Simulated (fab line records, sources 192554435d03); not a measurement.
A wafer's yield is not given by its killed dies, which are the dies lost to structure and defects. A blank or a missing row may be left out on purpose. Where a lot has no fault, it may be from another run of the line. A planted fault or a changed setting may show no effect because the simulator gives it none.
Chamber matching ; flow n5-finfet ; N5_BEOL_M10_CURE_71 on uv-cure-02: 3 sister chambers
The step cures SiCOH lowk, time 240 s. 6 wafers are shown with their chamber, then 12 later ones without.

## WAFERS WITH THEIR CHAMBER
wafer;chamber;wafer_temp_C_max;lamp-power-pct (%)
L085.5;2;387.8;52.21
L085.6;2;387.1;52.33
L087.5;0;386.7;52.31
L087.6;0;387.6;52.27
L091.3;1;387.8;52.37
L091.6;1;388.0;52.19

## WAFERS WITHOUT THEIR CHAMBER
wafer;wafer_temp_C_max;lamp-power-pct (%)
L093.1;386.3;52.37
L093.3;386.4;52.37
L093.5;386.6;52.22
L094.1;387.4;52.36
L094.2;387.9;52.29
L094.3;387.5;52.27
L094.4;387.1;52.17
L094.5;387.5;52.24
L094.6;387.4;52.32
L097.1;388.5;52.38
L097.3;387.3;52.37
L097.5;387.0;52.34

## THE CHAMBER EACH PASSED THROUGH
wafer;from the rows above;in truth
L093.1;can't be placed: 0 or 2 or 1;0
L093.3;can't be placed: 0 or 2 or 1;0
L093.5;can't be placed: 0 or 2 or 1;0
L094.1;can't be placed: 0 or 2 or 1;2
L094.2;can't be placed: 1 or 2 or 0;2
L094.3;can't be placed: 2 or 0 or 1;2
L094.4;can't be placed: 2 or 0 or 1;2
L094.5;can't be placed: 2 or 0 or 1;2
L094.6;can't be placed: 2 or 0 or 1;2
L097.1;can't be placed: 1 or 2 or 0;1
L097.3;can't be placed: 0 or 2 or 1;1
L097.5;can't be placed: 0 or 2 or 1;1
Correctly placed: 0 of 12. Cannot be placed on the basis of these rows: 12; the candidates contain the true chamber in 12. Number placed wrongly: 0.
How it was worked out, from the rows above alone: a wafer's distance from a chamber is the root of the sum, over the readings, of the square of ((its reading less the chamber's mean) divided by the reading's scatter). If the next closest chamber is less than 2 further off than the closest, the wafer can't be placed; otherwise it belongs to the closest. For every chamber, the mean is computed from those of its wafers that are shown. The scatter: take each reading less its chamber's mean, square it, sum over the shown wafers, divide by the number of wafers less the number of chambers, and take the root.
